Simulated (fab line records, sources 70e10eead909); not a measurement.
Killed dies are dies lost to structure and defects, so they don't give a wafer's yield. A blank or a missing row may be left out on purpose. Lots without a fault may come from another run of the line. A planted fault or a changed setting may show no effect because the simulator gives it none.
fab line records | flow nand_harc
record lots=7 wafers=21 last_day=33
route steps=1302 shown A_STAIRCASE@859 END@1302
lots that met no fault: from a run of the same line without faults
start_h: hours from the record's first day to the start of the lot's first wafer shown | wait_h: hours since the lot's step before | " the same as in the row above | L1.1+2: a row that stands for several wafers | - no value, or no start given | * or withheld: withheld | < > ~ a bound
route shown NAME@n: a module of which the file shows steps, and the number in the route of the first | usual: mean/standard deviation of fault-free wafers | same: alike in all rows | chamber/n: place in a boat | sites: the reading at each site | _std_site: their standard deviation | _edge_site: outer sites' mean less inner sites' | radius_mm: how far each site lies from the wafer's centre | mask NAME#n: copy n | behind: the tool/chamber that last shaped the wafer | hold: why the lot was held/for how many hours/how that ended | device: the transistor (n, p or np) that didn't switch | end of line: the same wafers' tests at the end of the route | a step without rows: its recipe alone | killed: dies lost to structure and defects at the first sort, not the wafer's yield | map: a wafer's dies, x killed, . not, _ none there
set.NAME: the setting as run; set.NAME@STEP: as run at that earlier step | model.NAME: the simulator's own value behind a step, which no gauge read
lots at some steps of the route; a table a step, a row a wafer
services: from which hour (start_h, from the record's first day; less than 0 if before it) a tool's chamber was out of use, for how many hours, and why
## steps
# step NHARC_A_STAIRCASE_DEHYDRATE_433
# recipe temp_c=150 time_s=120
# step NHARC_A_STAIRCASE_HMDS_434
# recipe time_s=30
# step NHARC_A_STAIRCASE_COAT_435
# recipe spin_rpm=1200
# step NHARC_A_STAIRCASE_SOFTBAKE_436
# recipe temp_c=135 time_s=170
# step NHARC_A_STAIRCASE_EBR_437
# step NHARC_A_STAIRCASE_EXPOSE_438
# recipe na=0.5 dose_mj=28.97 mask_id=STAIR_REV
# step NHARC_A_STAIRCASE_PEB_439
# recipe peb_temp_c=115 peb_time_s=130
# step NHARC_A_STAIRCASE_DEVELOP_440
# recipe time_s=140
# step NHARC_A_STAIRCASE_HARDBAKE_442
# recipe temp_c=120 time_s=140
# step NHARC_A_STAIRCASE_DESCUM_443
# recipe time_s=3 o2_flow_sccm=200 ar_flow_sccm=0 bias_power_w=0 chemistry=O2
# usual drypump_motor_current_A=5.7/0.35 oes_product_au=1.000/0.011 rf_vpp_V=57.8/0.92 showerhead_plenum_p_Torr=1.93/0.086 throttle_valve_pct=11.310/0.0087
# same time_s=3
# columns lot.wafer tool chamber start_h wait_h drypump_motor_current_A oes_product_au rf_hours_counter_h rf_vpp_V showerhead_plenum_p_Torr throttle_valve_pct
L250.4 rie_diel-07 0 445.33 - 5.2 1.005 41 56.7 1.97 11.318
L250.3 " 1 " " 5.8 0.995 42 59.1 2.04 11.304
L250.6 " 2 " " 5.1 0.994 - 57.4 1.84 11.335
L254.3 rie_diel-01 0 487.63 - 5.7 1.021 30 57.9 1.84 11.297
L254.1 " 1 " " 6.2 1.010 29 56.1 1.77 11.310
L254.2 " 2 " " 5.7 0.987 29 58.2 1.91 11.311
L256.3 rie_diel-01 0 508.18 - 5.7 1.016 39 58.6 1.84 11.304
L256.2 " 1 " " 6.2 0.998 35 56.7 1.77 11.322
L256.6 " 1 " " 6.2 0.996 - 57.3 1.77 11.302
L262.2 rie_diel-07 2 556.44 - 5.2 0.987 22 57.2 1.83 11.315
L262.1 " 3 " " 5.4 0.982 20 59.2 2.03 11.314
L262.5 " 2 " " 5.1 0.992 - 56.7 1.83 11.325
L268.2 rie_diel-04 3 629.84 - 5.6 1.002 22 56.7 1.93 11.317
L268.3 " 2 " " 5.7 1.003 27 59.5 1.92 11.328
L268.6 " 3 " " 5.6 0.996 - 59.0 1.93 11.337
L269.2 rie_diel-01 0 634.45 - 5.7 1.027 23 58.7 1.83 11.296
L269.4 " 1 " " 6.2 0.992 25 58.1 2.07 11.302
L269.1 " 2 " " 5.7 1.009 19 58.1 1.90 11.314
L270.3 rie_diel-04 0 652.50 - 5.8 1.010 27 58.9 2.01 11.304
L270.1 " 3 " " 5.6 1.016 29 56.5 1.92 11.304
L270.5 " 0 " " 5.8 0.997 - 59.5 2.01 11.300
# step NHARC_A_STAIRCASE_ETCH_444
# recipe target_depth_a=2.04e+05 time_s=6800 c4f8_flow_sccm=20 o2_flow_sccm=10 ar_flow_sccm=withheld rf_w=600 bias_w=1000 chemistry=C4F8/O2
# usual bias_w=1000.2/2.8 chamber_pressure_mTorr=25.001/0.023 oes_product_au=0.930/0.016 rf_vpp_V=808/4.6 time_s=6800/0
# columns lot.wafer tool chamber start_h wait_h bias_w chamber_pressure_mTorr oes_product_au rf_hours_counter_h rf_vpp_V time_s
L250.4 rie_diel-07 3 445.40 0.1 1000.2 24.994 0.919 47 813 6800
L250.3 " 0 " " 1000.2 25.016 0.939 42 810 6800
L250.6 " 3 447.30 1.9 998.8 24.992 0.908 - 814 6800
L254.2 rie_diel-01 3 487.71 0.1 997.1 24.958 0.923 31 807 6800
L254.1 " 0 " " 1001.8 25.001 0.940 30 803 6800
L254.3 " 1 " " 993.7 24.999 0.933 30 799 6800
L256.2 rie_diel-01 2 508.78 0.6 1005.5 24.990 0.917 37 806 6800
L256.3 " 3 " " 996.8 25.028 0.930 41 805 6800
L256.6 " 2 510.68 2.4 993.6 24.991 0.908 - 803 6800
L262.2 rie_diel-07 2 556.58 0.1 1004.5 25.052 0.920 23 802 6800
L262.1 " 3 " " 1000.2 25.028 0.922 21 812 6800
L262.5 " 3 561.32 4.8 997.5 24.999 0.919 - 813 6800
L268.3 rie_diel-04 2 630.41 0.5 - - - - - -
L268.2 " 0 " " - - - - - -
L268.6 " 2 " " - - - - - -
L269.1 rie_diel-01 3 634.53 0.1 - - - - - -
L269.2 " 0 " " - - - - - -
L269.4 " 2 " " - - - - - -
L270.3 rie_diel-04 0 652.59 0.1 - - - - - -
L270.1 " 3 654.02 1.5 - - - - - -
L270.5 " 1 " " - - - - - -
# step NHARC_END_SORT_01
# recipe temp_c=25
# usual killed_at_array=57/20 killed_at_other=1.0/1.5 killed_at_periphery=3.5/2.5 killed_dies=62/21 killed_open=3.5/1.9 killed_short=2.4/1.6
# same gross_dies=677
# columns lot.wafer tool chamber start_h wait_h killed_at_array killed_at_other killed_at_periphery killed_dies killed_open killed_short
L269.1 prober-02 0 765.00 2.5 676 0 1 677 1 0
L269.2 prober-02 0 765.80 2.8 674 0 3 677 1 2
L269.4 prober-02 0 767.40 3.4 673 2 2 677 3 4
L268.2 prober-01 0 773.62 2.8 671 1 5 677 2 2
L268.3 prober-01 0 774.41 3.1 675 1 1 677 3 0
L268.6 prober-01 0 776.79 4.0 676 0 1 677 6 2
L270.1 prober-02 0 779.37 2.5 666 0 11 677 6 4
L270.3 prober-02 0 780.99 3.1 664 0 13 677 7 1
L270.5 prober-02 0 782.61 3.7 670 2 5 677 5 5
# killed by level:class
L269.1 A_STAIRCASE:area_etch=614 A_CHANNEL_HOLE_D2:chamber_film_flake=29 A_CHANNEL_HOLE_D1:chamber_film_flake=13 A_SLIT:chamber_film_flake=8 A_CONTACT:chamber_film_flake=5 A_STAIRCASE:chamber_film_flake=2 A_WL_FILL:chamber_film_flake=2 A_ONON_D2:geometric_particle:open=1
L269.2 A_STAIRCASE:area_etch=619 A_CHANNEL_HOLE_D2:chamber_film_flake=27 A_CHANNEL_HOLE_D1:chamber_film_flake=15 A_SLIT:chamber_film_flake=4 A_CHANNEL_FILL_D1:chamber_film_flake=2 A_CONTACT:chamber_film_flake=2 P_M1:geometric_particle:open=1 A_CHANNEL_FILL_D2:geometric_particle:short=1
L269.4 A_STAIRCASE:area_etch=621 A_CHANNEL_HOLE_D2:chamber_film_flake=31 A_CHANNEL_HOLE_D1:chamber_film_flake=10 A_SLIT:chamber_film_flake=4 THIN_TSV:chamber_film_flake=2 P_CONTACT:geometric_particle:open=1 P_M0:geometric_particle:short=1 A_CHANNEL_HOLE_D1:geometric_particle:short=1
L268.2 A_STAIRCASE:area_etch=637 A_CHANNEL_HOLE_D1:chamber_film_flake=17 A_SLIT:chamber_film_flake=11 A_CONTACT:chamber_film_flake=4 P_ZERO_WELL:chamber_film_flake=2 P_ZERO_WELL:geometric_particle:short=1 P_M2:geometric_particle:open=1 A_WL_FILL:geometric_particle:short=1
L268.3 A_STAIRCASE:area_etch=640 A_CHANNEL_HOLE_D1:chamber_film_flake=17 A_SLIT:chamber_film_flake=5 A_CONTACT:chamber_film_flake=4 A_STAIRCASE:chamber_film_flake=3 A_CHANNEL_FILL_D1:geometric_particle:open=1 A_SGD_CUT:geometric_particle:open=1 A_CONTACT:geometric_particle:open=1
L268.6 A_STAIRCASE:area_etch=644 A_CHANNEL_HOLE_D1:chamber_film_flake=12 A_SLIT:chamber_film_flake=8 A_CONTACT:chamber_film_flake=4 A_WL_FILL:geometric_particle:open=2 P_STI:geometric_particle:open=1 A_ONON_D1:geometric_particle:open=1 A_CHANNEL_FILL_D1:geometric_particle:short=1
L270.1 A_STAIRCASE:area_etch=632 A_CONTACT:chamber_film_flake=11 A_SLIT:chamber_film_flake=4 P_CONTACT:chamber_film_flake=3 P_ZERO_WELL:chamber_film_flake=2 P_STI:chamber_film_flake=2 P_M1:chamber_film_flake=2 A_CHANNEL_HOLE_D1:unspecified=2
L270.3 A_STAIRCASE:area_etch=629 A_CONTACT:chamber_film_flake=12 A_SLIT:chamber_film_flake=9 P_ZERO_WELL:chamber_film_flake=4 A_CHANNEL_FILL_D1:chamber_film_flake=4 P_STI:chamber_film_flake=3 P_GATE:chamber_film_flake=3 A_WL_FILL:geometric_particle:open=2
L270.5 A_STAIRCASE:area_etch=621 A_SLIT:chamber_film_flake=13 A_CONTACT:chamber_film_flake=13 A_CHANNEL_FILL_D2:geometric_particle:short=4 P_CONTACT:chamber_film_flake=4 A_CHANNEL_FILL_D1:chamber_film_flake=4 A_STAIRCASE:chamber_film_flake=4 A_CHANNEL_HOLE_D1:unspecified=3
# map L268.2 (x killed, . not)
____________x____________
_________xxxxxxx_________
_______xxxxxxxxxxx_______
______xxxxxxxxxxxxx______
_____xxxxxxxxxxxxxxx_____
____xxxxxxxxxxxxxxxxx____
____xxxxxxxxxxxxxxxxx____
___xxxxxxxxxxxxxxxxxxx___
___xxxxxxxxxxxxxxxxxxx___
__xxxxxxxxxxxxxxxxxxxxx__
__xxxxxxxxxxxxxxxxxxxxx__
_xxxxxxxxxxxxxxxxxxxxxxx_
_xxxxxxxxxxxxxxxxxxxxxxx_
_xxxxxxxxxxxxxxxxxxxxxxx_
_xxxxxxxxxxxxxxxxxxxxxxx_
_xxxxxxxxxxxxxxxxxxxxxxx_
xxxxxxxxxxxxxxxxxxxxxxxxx
xxxxxxxxxxxxxxxxxxxxxxxxx
xxxxxxxxxxxxxxxxxxxxxxxxx
xxxxxxxxxxxxxxxxxxxxxxxxx
xxxxxxxxxxxxxxxxxxxxxxxxx
_xxxxxxxxxxxxxxxxxxxxxxx_
_xxxxxxxxxxxxxxxxxxxxxxx_
_xxxxxxxxxxxxxxxxxxxxxxx_
_xxxxxxxxxxxxxxxxxxxxxxx_
_xxxxxxxxxxxxxxxxxxxxxxx_
__xxxxxxxxxxxxxxxxxxxxx__
__xxxxxxxxxxxxxxxxxxxxx__
___xxxxxxxxxxxxxxxxxxx___
___xxxxxxxxxxxxxxxxxxx___
____xxxxxxxxxxxxxxxxx____
____xxxxxxxxxxxxxxxxx____
_____xxxxxxxxxxxxxxx_____
______xxxxxxxxxxxxx______
_______xxxxxxxxxxx_______
_________xxxxxxx_________
____________x____________
# map L269.1 (x killed, . not)
____________x____________
_________xxxxxxx_________
_______xxxxxxxxxxx_______
______xxxxxxxxxxxxx______
_____xxxxxxxxxxxxxxx_____
____xxxxxxxxxxxxxxxxx____
____xxxxxxxxxxxxxxxxx____
___xxxxxxxxxxxxxxxxxxx___
___xxxxxxxxxxxxxxxxxxx___
__xxxxxxxxxxxxxxxxxxxxx__
__xxxxxxxxxxxxxxxxxxxxx__
_xxxxxxxxxxxxxxxxxxxxxxx_
_xxxxxxxxxxxxxxxxxxxxxxx_
_xxxxxxxxxxxxxxxxxxxxxxx_
_xxxxxxxxxxxxxxxxxxxxxxx_
_xxxxxxxxxxxxxxxxxxxxxxx_
xxxxxxxxxxxxxxxxxxxxxxxxx
xxxxxxxxxxxxxxxxxxxxxxxxx
xxxxxxxxxxxxxxxxxxxxxxxxx
xxxxxxxxxxxxxxxxxxxxxxxxx
xxxxxxxxxxxxxxxxxxxxxxxxx
_xxxxxxxxxxxxxxxxxxxxxxx_
_xxxxxxxxxxxxxxxxxxxxxxx_
_xxxxxxxxxxxxxxxxxxxxxxx_
_xxxxxxxxxxxxxxxxxxxxxxx_
_xxxxxxxxxxxxxxxxxxxxxxx_
__xxxxxxxxxxxxxxxxxxxxx__
__xxxxxxxxxxxxxxxxxxxxx__
___xxxxxxxxxxxxxxxxxxx___
___xxxxxxxxxxxxxxxxxxx___
____xxxxxxxxxxxxxxxxx____
____xxxxxxxxxxxxxxxxx____
_____xxxxxxxxxxxxxxx_____
______xxxxxxxxxxxxx______
_______xxxxxxxxxxx_______
_________xxxxxxx_________
____________x____________
## services
# columns tool chamber start_h hours kind
rie_diel-01 0 441.19 - clean
rie_diel-01 1 441.19 - clean
rie_diel-01 2 441.19 - clean
rie_diel-01 3 441.19 - clean
rie_diel-01 0 465.69 - clean
rie_diel-01 1 465.69 - clean
rie_diel-01 2 465.69 - clean
rie_diel-01 3 465.69 - clean
rie_diel-07 - 471.20 9.0 pm
rie_diel-01 0 491.03 - clean
rie_diel-01 1 491.03 - clean
rie_diel-01 2 491.03 - clean
rie_diel-01 3 491.03 - clean
rie_diel-01 0 515.57 - clean
rie_diel-01 1 515.57 - clean
rie_diel-04 - 532.93 9.0 pm
rie_diel-07 1 554.62 4.5 repair
rie_diel-07 0 555.62 7.3 repair
rie_diel-01 - 557.89 9.0 pm
rie_diel-01 2 581.64 14.5 repair
rie_diel-04 3 582.21 24.3 repair
rie_diel-04 - 597.26 0.4 repair
rie_diel-07 3 624.07 13.7 repair
rie_diel-07 - 648.20 9.0 pm
## key
first_sign step=NHARC_A_STAIRCASE_ETCH_444 reading=tool_record direction=missing
effect step=NHARC_END_SORT_01 reading=killed_at_array direction=up sigmas=30 usual=57 struck=672
more_kills_born_at NHARC_A_STAIRCASE_ETCH_444@rie_diel-04=3803 NHARC_A_STAIRCASE_ETCH_444@rie_diel-01=1854
met_at NHARC_A_STAIRCASE_ETCH_444
struck_wafers L268.2,L268.3,L268.6,L269.1,L269.2,L269.4,L270.1,L270.3,L270.5
later_rows_left_out L268.2,L268.3,L268.6,L269.1,L269.2,L269.4,L270.1,L270.3,L270.5
tester_left_out L268,L269,L270
onset_between 508.78 630.41
fault kind=skipped_step_whole tool=rie_diel-01,rie_diel-04 chamber=- onset_h=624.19 steps=NHARC_A_STAIRCASE_ETCH_444 scope=struck_lots_only
# tester_left_out: of these lots the tester's yield and bins aren't shown, on N5 and GAA mostly nor the transistor test; their killed dies are dies lost to structure and defects alone, not to doping, threshold or leakage, so they don't give the yield
# later_rows_left_out: the simulator's readings of these wafers behind a module that went badly wrong aren't trusted and aren't shown, but for the sort
